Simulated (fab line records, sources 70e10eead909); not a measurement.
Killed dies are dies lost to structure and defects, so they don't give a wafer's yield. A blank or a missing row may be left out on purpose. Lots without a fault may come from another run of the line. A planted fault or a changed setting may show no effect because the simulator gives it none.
A struck lot beside a sound one | flow nand_harc | 14 steps out of a route of 1302
Sound: wafers L327.2, L327.3, L327.4. Struck: wafer L319.1. (L319.3, L319.4 of the same lot were not struck and are left out.) The cause comes at the end.
At each step with rows: each side's tool, then ch and its chambers, then its first start. Under that, the readings that differ: sound wafers | struck wafers | difference of the means | sigmas: that difference in standard deviations of wafers without a fault.
alike: readings whose means differ by less than 2 such deviations, and words and numbers that are the same on both sides. not compared: withheld readings, readings that some wafer has no value for, bounds like >300 that may hide the same value, and numbers for which the record gives no deviation and whose values overlap.
The two part at a step that has a row with sigmas, a row that says differs or no value, or rows on one side only. Numbers that don't overlap but have no deviation are shown without sigmas and don't part them. A reading that every wafer of one side lacks parts them only if that side has two wafers or more.

NHARC_A_STAIRCASE_DEP_156: deposits SiNx, target thk 50 nm.
  sound on pecvd-02 ch 0,1,2, day 22 10:42; struck on pecvd-02 ch 0, day 18 22:04
  alike: heater_power_w
then, 9 steps without rows for these wafers: NHARC_A_STAIRCASE_DEHYDRATE_158 (time 120 s); NHARC_A_STAIRCASE_HMDS_159 (time 30 s); NHARC_A_STAIRCASE_COAT_160; NHARC_A_STAIRCASE_SOFTBAKE_161 (time 170 s); NHARC_A_STAIRCASE_EBR_162; NHARC_A_STAIRCASE_EXPOSE_163 (exposes mask STAIR OPEN); NHARC_A_STAIRCASE_PEB_164 (peb time 130 s); NHARC_A_STAIRCASE_DEVELOP_165 (time 140 s); NHARC_A_STAIRCASE_HARDBAKE_167 (time 140 s).
NHARC_A_STAIRCASE_DESCUM_168: chemistry O2, time 3 s.
  sound on rie_diel-05 ch 0,1,2, day 22 11:34; struck on rie_diel-09 ch 3, day 18 23:08
  reading                | sound    | struck | difference | sigmas
  rf_hours_counter_h (h) | 35 37 35 | 40     | +4         |
  alike: drypump_motor_current_A, oes_product_au, rf_vpp_V, showerhead_plenum_p_Torr, throttle_valve_pct
NHARC_A_STAIRCASE_ETCH_169: etches the open film in CH3F/O2, target depth 50 nm, time 107.1 s.
  sound on rie_diel-05 ch 0,1,2, day 22 11:38; struck on rie_diel-09 ch 0, day 18 23:18
  reading                | sound             | struck | difference | sigmas
  rf_hours_counter_h (h) | 36 37 35          | 21     | -15        |
  run_length_s (s)       | 129.0 127.9 128.9 | 58.7   | -69.9      | -99 or more
  alike: ch3f_flow_sccm, drypump_motor_current_A, oes_product_au, rf_vpp_V, showerhead_plenum_p_Torr, throttle_valve_pct
NHARC_A_STAIRCASE_ETCH_170: etches the open film in C4F6/O2, target depth 200 nm, time 66.667 s.
  sound on rie_diel-05 ch 0,1,3; struck on rie_diel-09 ch 0
  reading                | sound    | struck | difference | sigmas
  rf_hours_counter_h (h) | 37 33 35 | 22     | -13        |
  alike: drypump_motor_current_A, oes_product_au, rf_vpp_V, run_length_s, showerhead_plenum_p_Torr, throttle_valve_pct
-- the record jumps here: 9 days lie between the struck wafers' starts before and after (it left off in module A_STAIRCASE and takes up again in module END, whose first step shown is number 1302 of the route) --
NHARC_END_SORT_01:
  the record has rows for the struck wafers here (prober-02 ch 0, day 28 06:53) and none for the sound ones

WHERE THEY PART
First at NHARC_A_STAIRCASE_ETCH_169; last, within this record, at NHARC_END_SORT_01.

WHY: what the simulator had put in
Process parameter drift: rie_diel-09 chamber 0, from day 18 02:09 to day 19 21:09, at NHARC_A_STAIRCASE_ETCH_169. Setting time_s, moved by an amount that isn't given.
